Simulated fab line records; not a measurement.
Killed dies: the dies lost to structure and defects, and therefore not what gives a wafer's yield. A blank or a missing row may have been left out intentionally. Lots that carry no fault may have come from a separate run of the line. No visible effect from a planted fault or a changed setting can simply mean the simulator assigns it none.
fab line records -- flow nand_harc -- part 1 of 2: steps 1 to 26 of 42
record: lots: 5, wafers: 15, last_day: 24
route steps=1159 shown A_STAIRCASE@714 A_SGD_CUT@747
lots with no fault: from the same line, run without faults
start_h: the number of hours between the record's first day and the start of the first shown wafer of the lot -- wait_h: how many hours have passed since the lot's step before this one -- " identical to the entry in the row above -- L1.1+2: a single row standing in for several wafers -- - value missing, or start not given -- * or withheld: withheld -- < > ~ a bound
route shown NAME@n: NAME is a module with steps in the file, n the number in the route of the first one -- usual: the fault-free wafers' mean and standard deviation -- same: alike in all rows -- chamber/n: place in a boat -- sites: the reading at each site -- _std_site: how widely they spread, as a standard deviation -- _edge_site: outer sites' mean less inner sites' -- radius_mm: how far each site lies from the wafer's centre -- mask NAME#n: copy n -- behind: tool/chamber where the wafer was last shaped -- hold: what put the lot on hold/how long, in hours/how the hold closed -- device: whichever transistor did not switch (one of n, p or np) -- end of line: tests run on the same wafers once the route is complete -- for a step that has no rows: nothing shown but its recipe -- killed: dies that structure and defects cost at the first sort, which is not the same as the wafer's yield -- map: shows each die of a wafer: x if killed, . if not, _ if none is there
set.NAME: the setting as run; set.NAME@STEP: as run at that earlier step -- model.NAME: the simulator's own value behind a step, which no gauge read
certain route steps with their lots: each step a table, each wafer a row
services: a tool's chamber out of use, with start hour (start_h, from the record's first day; less than 0 if before it), hours out, and reason
== steps ==
step: NHARC_A_STAIRCASE_ANNEAL_326
recipe: temp_c: 750, time_s: 1800
usual: spike_tc_bottom_C: 769.1/2.3
lot.wafer,tool,chamber,start_h,wait_h,spike_tc_bottom_C
L083.1,furnace-04,0,353.91,7.2,766.3
L083.5,furnace-04,0,353.91,7.2,768.1
L083.6,furnace-04,0,353.91,7.2,762.9
L094.2,furnace-04,0,414.97,-,766.1
L094.4,furnace-04,0,414.97,-,764.5
L094.6,furnace-04,0,414.97,-,765.1
L095.1,furnace-01,0,428.73,-,768.7
L095.4,furnace-01,0,428.73,-,771.9
L095.6,furnace-01,0,428.73,-,769.5
L096.1,furnace-01,0,428.73,-,771.4
L096.2,furnace-01,0,428.73,-,770.6
L096.5,furnace-01,0,428.73,-,770.0
L097.1,furnace-01,0,428.73,-,767.6
L097.3,furnace-01,0,428.73,-,770.1
L097.6,furnace-01,0,428.73,-,769.2
step: NHARC_A_STAIRCASE_DEHYDRATE_433
recipe: temp_c: 150, time_s: 120
lot.wafer,tool,chamber,start_h,wait_h
L083.1+5+6,litho_track-03,0,357.36,0.1
L094.2+4+6,litho_track-03,0,418.31,0.1
L096.1+2+5,litho_track-03,0,432.11,0.1
L095.1+4+6,litho_track-05,0,432.11,0.1
L097.1+3+6,litho_track-07,0,432.12,0.1
step: NHARC_A_STAIRCASE_HMDS_434
recipe: time_s: 30
lot.wafer,tool,chamber,start_h,wait_h
L083.1+5+6,litho_track-03,0,-,-
L094.2+4+6,litho_track-03,0,-,-
L095.1+4+6,litho_track-05,0,-,-
L096.1+2+5,litho_track-03,0,-,-
L097.1+3+6,litho_track-07,0,-,-
step: NHARC_A_STAIRCASE_COAT_435
recipe: spin_rpm: 1200
lot.wafer,tool,chamber,start_h,wait_h
L083.1+5+6,litho_track-03,0,-,-
L094.2+4+6,litho_track-03,0,-,-
L095.1+4+6,litho_track-05,0,-,-
L096.1+2+5,litho_track-03,0,-,-
L097.1+3+6,litho_track-07,0,-,-
step: NHARC_A_STAIRCASE_SOFTBAKE_436
recipe: temp_c: 135, time_s: 170
lot.wafer,tool,chamber,start_h,wait_h
L083.1+5+6,litho_track-03,0,-,-
L094.2+4+6,litho_track-03,0,-,-
L095.1+4+6,litho_track-05,0,-,-
L096.1+2+5,litho_track-03,0,-,-
L097.1+3+6,litho_track-07,0,-,-
step: NHARC_A_STAIRCASE_EBR_437
lot.wafer,tool,chamber,start_h,wait_h
L083.1+5+6,litho_track-03,0,-,-
L094.2+4+6,litho_track-03,0,-,-
L095.1+4+6,litho_track-05,0,-,-
L096.1+2+5,litho_track-03,0,-,-
L097.1+3+6,litho_track-07,0,-,-
step: NHARC_A_STAIRCASE_EXPOSE_438
recipe: na: 0.5, dose_mj: 28.97, mask_id: STAIR_REV
lot.wafer,tool,chamber,start_h,wait_h,mask
L083.1+5+6,krf_scanner-04,0,357.84,-,STAIR_REV#0
L094.2+4+6,krf_scanner-04,0,418.65,-,STAIR_REV#0
L095.1+4+6,krf_scanner-03,0,432.44,-,STAIR_REV#0
L096.1+2+5,krf_scanner-04,0,432.60,-,STAIR_REV#0
L097.1+3+6,krf_scanner-02,0,432.76,-,STAIR_REV#0
step: NHARC_A_STAIRCASE_PEB_439
recipe: peb_temp_c: 115, peb_time_s: 130
lot.wafer,tool,chamber,start_h,wait_h
L083.1+5+6,litho_track-05,0,357.91,0.1
L094.2+4+6,litho_track-07,0,418.71,0.1
L095.1+4+6,litho_track-07,0,432.51,0.1
L096.1+2+5,litho_track-03,0,432.67,0.1
L097.1+3+6,litho_track-03,0,432.83,0.1
step: NHARC_A_STAIRCASE_DEVELOP_440
recipe: time_s: 140
lot.wafer,tool,chamber,start_h,wait_h
L083.1+5+6,litho_track-05,0,-,-
L094.2+4+6,litho_track-07,0,-,-
L095.1+4+6,litho_track-07,0,-,-
L096.1+2+5,litho_track-03,0,-,-
L097.1+3+6,litho_track-03,0,-,-
step: NHARC_A_STAIRCASE_HARDBAKE_442
recipe: temp_c: 120, time_s: 140
lot.wafer,tool,chamber,start_h,wait_h
L083.1+5+6,litho_track-05,0,358.13,-
L094.2+4+6,litho_track-03,0,418.94,-
L095.1+4+6,litho_track-07,0,432.73,-
L096.1+2+5,litho_track-07,0,432.89,-
L097.1+3+6,litho_track-05,0,433.05,-
step: NHARC_A_STAIRCASE_DESCUM_443
recipe: time_s: 3, o2_flow_sccm: 200, ar_flow_sccm: 0, bias_power_w: 0, chemistry: O2
usual: chamber_pressure_mTorr: 60.00/0.051, drypump_motor_current_A: 5.7/0.39, mfc_ar_sccm: 0.009/0.012, o2_flow_sccm: 200.1/0.56, oes_product_au: 1.001/0.015, rf_vpp_V: 57.8/0.98, showerhead_plenum_p_Torr: 1.93/0.075, throttle_valve_pct: 11.310/0.0097
lot.wafer,tool,chamber,start_h,wait_h,chamber_pressure_mTorr,drypump_motor_current_A,mfc_ar_sccm,o2_flow_sccm,oes_product_au,rf_hours_counter_h,rf_vpp_V,showerhead_plenum_p_Torr,throttle_valve_pct
L083.1,rie_diel-01,1,358.22,-,60.02,5.8,0.024,201.0,1.009,14,58.5,1.79,11.324
L083.5,rie_diel-01,1,358.22,-,60.00,5.9,0.024,200.4,1.020,-,57.4,1.79,11.303
L083.6,rie_diel-01,2,358.22,-,60.01,5.8,0.035,199.5,1.002,-,57.7,2.01,11.311
L094.2,rie_diel-11,2,419.03,-,60.05,5.6,0.004,199.7,0.996,12,57.7,1.83,11.308
L094.4,rie_diel-11,3,419.03,-,60.01,5.8,0.020,200.5,0.984,14,58.3,1.97,11.317
L094.6,rie_diel-11,2,419.03,-,59.96,5.6,0.004,199.8,1.005,-,59.7,1.83,11.297
L095.1,rie_diel-13,3,432.82,-,59.92,5.5,0,200.2,0.991,58,58.5,1.85,11.313
L095.4,rie_diel-13,2,432.82,-,60.05,5.2,0.000,200.2,1.026,55,59.4,1.92,11.312
L095.6,rie_diel-13,0,432.82,-,60.00,6.6,0,200.3,1.025,-,59.1,2.04,11.337
L096.2,rie_diel-01,3,432.98,-,60.09,6.1,0,199.3,0.982,39,57.8,1.93,11.315
L096.1,rie_diel-01,1,432.98,-,59.97,5.9,0.024,200.9,1.018,38,56.5,1.78,11.296
L096.5,rie_diel-01,0,432.98,-,59.98,5.4,0.018,200.3,0.984,-,56.6,1.93,11.319
L097.1,rie_diel-11,3,433.15,-,60.03,5.8,0.020,200.4,0.998,21,57.0,1.97,11.310
L097.3,rie_diel-11,0,433.15,-,60.02,5.4,0,200.0,1.008,21,57.3,2.00,11.305
L097.6,rie_diel-11,2,433.15,-,59.97,5.6,0.004,199.0,1.003,-,57.2,1.83,11.318
step: NHARC_A_STAIRCASE_ETCH_444
recipe: target_depth_a: 1.02e+05, time_s: 3400, c4f8_flow_sccm: 20, o2_flow_sccm: 10, ar_flow_sccm: withheld, rf_w: 600, bias_w: 1000, chemistry: C4F8/O2
usual: chamber_pressure_mTorr: 25.004/0.023, oes_product_au: 0.938/0.022, rf_vpp_V: 808/4.1
lot.wafer,tool,chamber,start_h,wait_h,chamber_pressure_mTorr,oes_product_au,rf_hours_counter_h,rf_vpp_V
L083.1,rie_diel-01,1,358.79,0.6,25.019,0.969,15,800
L083.5,rie_diel-01,3,358.79,0.6,25.001,0.965,-,807
L083.6,rie_diel-01,0,358.79,0.6,24.996,0.968,-,808
L094.4,rie_diel-11,3,419.13,0.1,24.988,0.934,15,811
L094.2,rie_diel-11,0,419.13,0.1,24.973,0.962,15,812
L094.6,rie_diel-11,0,419.13,0.1,25.012,0.954,-,812
L095.1,rie_diel-13,2,432.90,0.1,24.978,0.946,56,808
L095.4,rie_diel-13,1,432.90,0.1,24.990,0.920,58,808
L095.6,rie_diel-13,3,432.90,0.1,24.974,0.930,-,803
L096.1,rie_diel-01,1,433.08,0.1,24.988,0.939,38,799
L096.2,rie_diel-01,0,433.08,0.1,24.996,0.911,41,809
L096.5,rie_diel-01,1,433.08,0.1,24.985,0.940,-,801
L097.1,rie_diel-11,2,433.30,0.1,25.017,0.934,18,802
L097.3,rie_diel-11,1,433.30,0.1,24.975,0.907,19,804
L097.6,rie_diel-11,3,433.30,0.1,24.998,0.916,-,811
step: NHARC_A_STAIRCASE_STRIP_446
recipe: power_w: 1500, temp_c: 250, chemistry: O2
usual: drypump_motor_current_A: 5.6/0.34, heater_power_w: 345/11
lot.wafer,tool,chamber,start_h,wait_h,drypump_motor_current_A,heater_power_w,rf_hours_counter_h
L083.1,plasma_asher-01,0,361.15,0.6,5.2,353,25
L083.6,plasma_asher-01,0,361.15,0.6,5.2,355,-
L083.5,plasma_asher-01,1,361.15,0.6,5.7,349,-
L094.2,plasma_asher-02,0,421.43,0.1,5.5,333,16
L094.4,plasma_asher-02,0,421.43,0.1,5.4,332,-
L094.6,plasma_asher-02,1,421.43,0.1,6.1,336,-
L095.1,plasma_asher-01,1,435.20,0.1,5.7,349,52
L095.4,plasma_asher-01,1,435.20,0.1,5.7,359,-
L095.6,plasma_asher-01,0,435.20,0.1,5.2,354,-
L097.1,plasma_asher-02,0,435.65,0.1,5.5,333,21
L097.3,plasma_asher-02,1,435.65,0.1,6.1,333,-
L097.6,plasma_asher-02,0,435.65,0.1,5.5,332,-
L096.1,plasma_asher-01,0,435.82,0.0,5.2,350,53
L096.2,plasma_asher-01,1,435.82,0.0,5.7,341,53
L096.5,plasma_asher-01,0,435.82,0.0,5.2,358,-
step: NHARC_A_STAIRCASE_STRIP_447
recipe: time_s: 900, temp_c: 130, chemistry: SPM
lot.wafer,tool,chamber,start_h,wait_h
L083.1+6+5,wet_bench-07,"3,5,6",361.49,0.3
L094.6+4+2,wet_bench-05,"6,0,2",421.74,0.1
L095.4+1+6,wet_bench-02,"7,0,3",435.51,0.2
L097.6+3+1,wet_bench-07,"6,7,2",436.02,0.1
L096.5+1+2,wet_bench-02,"2,6,7",436.17,0.1
step: NHARC_A_STAIRCASE_PRECLEAN_448
recipe: time_s: *, temp_c: 50, bath_age_min: 0, chemistry: SC1
lot.wafer,tool,chamber,start_h,wait_h
L083.1+6+5,wet_bench-07,"3,5,6",-,-
L094.6+4+2,wet_bench-05,"6,0,2",-,-
L095.4+1+6,wet_bench-02,"7,0,3",-,-
L097.6+3+1,wet_bench-07,"6,7,2",-,-
L096.5+1+2,wet_bench-02,"2,6,7",-,-
step: NHARC_A_STAIRCASE_SRD_449
lot.wafer,tool,chamber,start_h,wait_h
L083.1+6+5,wet_bench-07,"3,5,6",-,-
L094.6+4+2,wet_bench-05,"6,0,2",-,-
L095.4+1+6,wet_bench-02,"7,0,3",-,-
L097.6+3+1,wet_bench-07,"6,7,2",-,-
L096.5+1+2,wet_bench-02,"2,6,7",-,-
step: NHARC_A_STAIRCASE_CMP_450
recipe: target_thk_nm: 200, material: SiO2
usual: motor_current_A: 11.5/1
lot.wafer,tool,chamber,start_h,wait_h,motor_current_A
L083.1,cmp-04,3,361.96,-,10.0
L083.5,cmp-04,2,361.96,-,11.4
L083.6,cmp-04,3,361.96,-,10.4
L094.4,cmp-04,0,422.19,-,12.1
L094.2,cmp-04,2,422.19,-,10.8
L094.6,cmp-04,0,422.19,-,12.1
L095.1,cmp-04,0,435.97,-,12.4
L095.4,cmp-04,2,435.97,-,11.6
L095.6,cmp-04,3,435.97,-,10.8
L097.3,cmp-03,1,436.46,-,11.3
L097.1,cmp-03,3,436.46,-,11.8
L097.6,cmp-03,1,436.46,-,12.2
L096.2,cmp-04,1,436.64,-,10.6
L096.1,cmp-04,2,436.64,-,10.9
L096.5,cmp-04,0,436.64,-,12.2
step: NHARC_A_STAIRCASE_CMP_152
usual: motor_current_A: 11.6/1
lot.wafer,tool,chamber,start_h,wait_h,motor_current_A
L083.1,cmp-04,3,362.04,0.1,10.2
L083.5,cmp-04,2,362.04,0.1,11.0
L083.6,cmp-04,3,362.04,0.1,10.1
L094.4,cmp-04,0,422.26,0.1,11.8
L094.2,cmp-04,2,422.26,0.1,11.2
L094.6,cmp-04,0,422.26,0.1,13.1
L095.1,cmp-04,0,436.04,0.1,12.6
L095.4,cmp-04,2,436.04,0.1,11.6
L095.6,cmp-04,3,436.04,0.1,10.5
L097.3,cmp-03,1,436.53,0.1,12.1
L097.1,cmp-03,3,436.53,0.1,11.8
L097.6,cmp-03,1,436.53,0.1,11.8
L096.2,cmp-04,1,436.71,0.1,10.4
L096.1,cmp-04,2,436.71,0.1,11.6
L096.5,cmp-04,0,436.71,0.1,12.2
step: NHARC_A_STAIRCASE_SRD_154
lot.wafer,tool,chamber,start_h,wait_h
L083.6+5+1,wet_bench-07,"7,0,3",362.32,0.0
L094.2+4+6,wet_bench-05,"3,4,5",422.56,0.1
L095.1+6+4,wet_bench-05,"3,4,7",436.32,0.0
L097.1+3+6,wet_bench-02,"6,0,3",436.82,0.0
L096.1+2+5,wet_bench-02,"1,4,6",436.98,0.0
step: NHARC_A_STAIRCASE_ETCH_403
recipe: target_depth_a: 1082, chemistry: dHF, material: SiO2
lot.wafer,tool,chamber,start_h,wait_h
L083.6+5+1,wet_bench-07,"7,0,3",362.34,0.0
L094.2+4+6,wet_bench-05,"3,4,5",422.59,0.0
L095.1+6+4,wet_bench-05,"3,4,7",436.34,0.0
L097.1+3+6,wet_bench-02,"6,0,3",436.85,0.0
L096.1+2+5,wet_bench-02,"1,4,6",437.01,0.0
step: NHARC_A_STAIRCASE_ETCHBACK_422
recipe: target_depth_a: 400, over_etch_frac: 0.3, time_s: 74.286, ion_energy_ev: 120, ch3f_flow_sccm: 50, o2_flow_sccm: 30, ar_flow_sccm: 200, rf_w: 500, bias_w: 100, chemistry: CH3F/O2
usual: chamber_pressure_mTorr: 25.000/0.021, drypump_motor_current_A: 5.7/0.35, mfc_ar_sccm: 199.9/0.58, o2_flow_sccm: 30.00/0.1, oes_product_au: 0.98/0.036, rf_vpp_V: 244.5/1.5, showerhead_plenum_p_Torr: 2.47/0.09, throttle_valve_pct: 20.663/0.0092
lot.wafer,tool,chamber,start_h,wait_h,chamber_pressure_mTorr,drypump_motor_current_A,mfc_ar_sccm,o2_flow_sccm,oes_product_au,rf_hours_counter_h,rf_vpp_V,showerhead_plenum_p_Torr,throttle_valve_pct
L083.1,rie_diel-11,1,362.51,0.1,25.017,5.8,200.0,30.02,0.91,59,244.1,2.39,20.673
L083.5,rie_diel-11,3,362.51,0.1,25.008,5.8,200.1,30.09,0.92,-,246.8,2.54,20.685
L083.6,rie_diel-11,0,362.51,0.1,25.000,5.5,201.0,29.90,0.93,-,246.5,2.58,20.653
L094.4,rie_diel-11,1,422.73,0.1,25.020,5.8,199.9,29.92,0.98,15,242.5,2.39,20.671
L094.2,rie_diel-11,0,422.73,0.1,25.001,5.5,199.4,30.09,0.99,18,245.5,2.57,20.678
L094.6,rie_diel-11,1,422.73,0.1,25.017,5.8,199.3,29.97,0.97,-,241.9,2.39,20.660
L095.1,rie_diel-11,2,436.49,0.1,24.961,5.6,200.0,29.97,0.91,19,243.0,2.36,20.650
L095.4,rie_diel-11,3,436.49,0.1,25.023,5.8,200.0,29.76,0.91,23,246.6,2.53,20.662
L095.6,rie_diel-11,3,436.49,0.1,24.977,5.8,200.1,29.84,0.92,-,242.4,2.53,20.667
L097.1,rie_diel-13,0,437.00,0.1,24.981,6.7,200.6,29.96,0.96,60,245.2,2.61,20.680
L097.3,rie_diel-13,2,437.00,0.1,25.011,5.2,201.2,30.09,0.95,58,243.3,2.47,20.667
L097.6,rie_diel-13,0,437.00,0.1,25.025,6.7,200.5,29.97,0.95,-,246.4,2.61,20.654
L096.2,rie_diel-01,1,437.16,0.1,25.006,5.9,201.2,29.95,1.01,40,242.6,2.30,20.671
L096.1,rie_diel-01,3,437.16,0.1,24.989,6.1,199.8,30.13,0.99,41,245.1,2.48,20.662
L096.5,rie_diel-01,1,437.16,0.1,24.994,5.8,199.8,29.89,1.02,-,241.7,2.30,20.656
step: NHARC_A_STAIRCASE_ETCH_423
recipe: target_depth_a: 300, chemistry: dHF, material: SiO2
lot.wafer,tool,chamber,start_h,wait_h
L083.6+5+1,wet_bench-07,"7,3,4",362.66,0.1
L094.4+2+6,wet_bench-07,"0,1,5",422.89,0.2
L095.1+6+4,wet_bench-07,"1,2,4",436.68,0.2
L097.6+3+1,wet_bench-02,"4,0,1",437.16,0.1
L096.1+2+5,wet_bench-05,"7,0,1",437.35,0.2
step: NHARC_A_STAIRCASE_ETCHBACK_157
recipe: target_depth_a: 900, over_etch_frac: 0.3, time_s: 167.14, ion_energy_ev: 120, ch3f_flow_sccm: 50, o2_flow_sccm: 30, ar_flow_sccm: 200, rf_w: 500, bias_w: 100, chemistry: CH3F/O2
usual: chamber_pressure_mTorr: 25.001/0.029, drypump_motor_current_A: 5.7/0.38, mfc_ar_sccm: 199.9/0.56, o2_flow_sccm: 30.01/0.091, oes_product_au: 0.97/0.037, rf_vpp_V: 244.7/1.5, showerhead_plenum_p_Torr: 2.48/0.09, throttle_valve_pct: 20.663/0.0098
lot.wafer,tool,chamber,start_h,wait_h,chamber_pressure_mTorr,drypump_motor_current_A,mfc_ar_sccm,o2_flow_sccm,oes_product_au,rf_hours_counter_h,rf_vpp_V,showerhead_plenum_p_Torr,throttle_valve_pct
L083.1,rie_diel-11,2,362.91,0.2,24.991,5.6,200.3,30.01,0.97,62,242.2,2.36,20.670
L083.5,rie_diel-11,3,362.91,0.2,24.981,5.8,199.5,30.08,0.96,-,246.3,2.54,20.672
L083.6,rie_diel-11,0,362.91,0.2,25.055,5.5,200.6,30.02,0.99,-,245.8,2.58,20.668
L094.4,rie_diel-01,1,423.10,0.2,25.025,5.9,199.2,30.06,0.93,37,241.5,2.30,20.674
L094.2,rie_diel-01,3,423.10,0.2,24.971,6.1,200.6,30.08,0.91,38,244.2,2.48,20.665
L094.6,rie_diel-01,0,423.10,0.2,25.006,5.4,199.8,30.09,0.91,-,245.1,2.48,20.655
L095.1,rie_diel-11,1,436.86,0.2,25.011,5.8,199.8,30.03,0.92,20,242.3,2.38,20.665
L095.4,rie_diel-11,2,436.86,0.2,25.027,5.6,200.2,30.08,0.95,19,242.5,2.36,20.675
L095.6,rie_diel-11,1,436.86,0.2,24.985,5.8,199.4,30.04,0.91,-,244.1,2.38,20.663
L097.1,rie_diel-13,3,437.37,0.1,24.983,5.4,200.6,29.90,0.93,60,243.8,2.38,20.668
L097.3,rie_diel-13,0,437.37,0.1,25.013,6.7,199.7,30.02,0.97,61,246.0,2.61,20.658
L097.6,rie_diel-13,0,437.37,0.1,25.002,6.6,199.2,29.89,0.97,-,245.6,2.61,20.648
L096.1,rie_diel-11,2,437.56,0.2,25.003,5.6,199.7,30.02,0.91,19,243.6,2.36,20.675
L096.2,rie_diel-11,3,437.56,0.2,24.980,5.8,199.3,30.01,0.92,23,245.1,2.53,20.689
L096.5,rie_diel-11,1,437.56,0.2,25.010,5.8,200.1,29.95,0.91,-,243.2,2.38,20.655
step: NHARC_A_STAIRCASE_STRIP_475
recipe: time_s: 20, o2_flow_sccm: 500, ar_flow_sccm: 0, bias_w: 0, chemistry: O2
usual: chamber_pressure_mTorr: 60.00/0.055, drypump_motor_current_A: 5.7/0.41, mfc_ar_sccm: 0.006/0.01, o2_flow_sccm: 500.2/1.6, oes_product_au: 1.002/0.014, rf_vpp_V: 57.9/0.82, showerhead_plenum_p_Torr: 3.55/0.13, throttle_valve_pct: 17.037/0.0092
lot.wafer,tool,chamber,start_h,wait_h,chamber_pressure_mTorr,drypump_motor_current_A,mfc_ar_sccm,o2_flow_sccm,oes_product_au,rf_hours_counter_h,rf_vpp_V,showerhead_plenum_p_Torr,throttle_valve_pct
L083.1,rie_diel-11,0,-,-,59.93,5.5,0,499.3,1.011,60,57.6,3.69,17.041
L083.6,rie_diel-11,0,-,-,59.87,5.5,0,500.4,1.002,-,59.3,3.69,17.027
L083.5,rie_diel-11,1,-,-,59.92,5.8,0,499.4,0.979,-,57.4,3.44,17.045
L094.2,rie_diel-01,0,-,-,59.91,5.4,0.018,498.1,0.979,39,57.9,3.56,17.035
L094.4,rie_diel-01,1,-,-,59.93,5.9,0.024,500.3,1.003,37,57.8,3.31,17.057
L094.6,rie_diel-01,3,-,-,59.97,6.1,0,502.0,0.988,-,58.0,3.56,17.044
L095.4,rie_diel-11,2,-,-,59.96,5.6,0.004,499.1,1.009,19,57.4,3.39,17.056
L095.1,rie_diel-11,0,-,-,59.95,5.5,0,500.0,1.004,23,57.9,3.68,17.048
L095.6,rie_diel-11,3,-,-,60.07,5.8,0.020,502.8,0.991,-,58.7,3.63,17.039
L097.1,rie_diel-13,3,-,-,60.02,5.5,0,499.9,0.997,60,57.8,3.41,17.046
L097.3,rie_diel-13,2,-,-,60.04,5.2,0.000,498.6,1.018,58,56.3,3.54,17.035
L097.6,rie_diel-13,3,-,-,59.88,5.5,0,499.4,0.992,-,56.8,3.41,17.050
L096.1,rie_diel-11,2,-,-,59.95,5.6,0.004,500.1,0.995,19,58.1,3.39,17.027
L096.2,rie_diel-11,1,-,-,60.07,5.8,0,498.6,0.970,20,58.0,3.42,17.034
L096.5,rie_diel-11,3,-,-,60.06,5.8,0.020,500.2,0.986,-,59.0,3.63,17.042
step: NHARC_A_STAIRCASE_DEP_471
recipe: target_thk_a: 1000, temp_c: 400, pressure_torr: 6.5, rf_w: 900, teos_flow_sccm: 161.4, flow_sccm: 2650, target_thk_nm: 100, gas: O2, material: SiO2
usual: heater_power_w: 590/99, throttle_valve_pct: 15.9/0.66
lot.wafer,tool,chamber,start_h,wait_h,heater_power_w,throttle_valve_pct
L083.1,pecvd-02,1,363.16,-,610,15.0
L083.5,pecvd-02,0,363.16,-,555,15.8
L083.6,pecvd-02,2,363.16,-,626,15.1
L094.2,pecvd-04,2,423.51,-,641,15.6
L094.4,pecvd-04,2,423.51,-,637,15.6
L094.6,pecvd-04,1,423.51,-,688,15.2
L095.1,pecvd-04,1,437.20,-,633,15.0
L095.6,pecvd-04,2,437.20,-,554,15.7
L095.4,pecvd-04,1,437.20,-,637,15.2
L097.3,pecvd-01,2,437.65,-,713,15.6
L097.1,pecvd-01,1,437.65,-,416,15.7
L097.6,pecvd-01,2,437.65,-,728,16.0
L096.1,pecvd-04,0,437.82,-,565,16.1
L096.2,pecvd-04,2,437.82,-,585,15.8
L096.5,pecvd-04,1,437.82,-,662,15.0
step: NHARC_A_STAIRCASE_CMP_472
recipe: material: SiO2
usual: motor_current_A: 11.9/0.98
lot.wafer,tool,chamber,start_h,wait_h,motor_current_A
L083.1,cmp-04,3,363.48,0.3,9.8
L083.6,cmp-04,0,363.48,0.3,12.3
L083.5,cmp-04,1,363.48,0.3,10.4
L094.2,cmp-03,1,423.79,0.2,12.2
L094.4,cmp-03,3,423.79,0.2,11.7
L094.6,cmp-03,2,423.79,0.2,11.5
L095.4,cmp-04,1,437.42,0.1,10.3
L095.1,cmp-04,2,437.42,0.1,10.9
L095.6,cmp-04,2,437.42,0.1,11.1
L097.1,cmp-02,1,437.97,0.2,12.8
L097.3,cmp-02,2,437.97,0.2,10.5
L097.6,cmp-02,3,437.97,0.2,12.4
L096.2,cmp-03,1,438.12,0.2,12.0
L096.1,cmp-03,3,438.12,0.2,12.3
L096.5,cmp-03,1,438.12,0.2,11.7
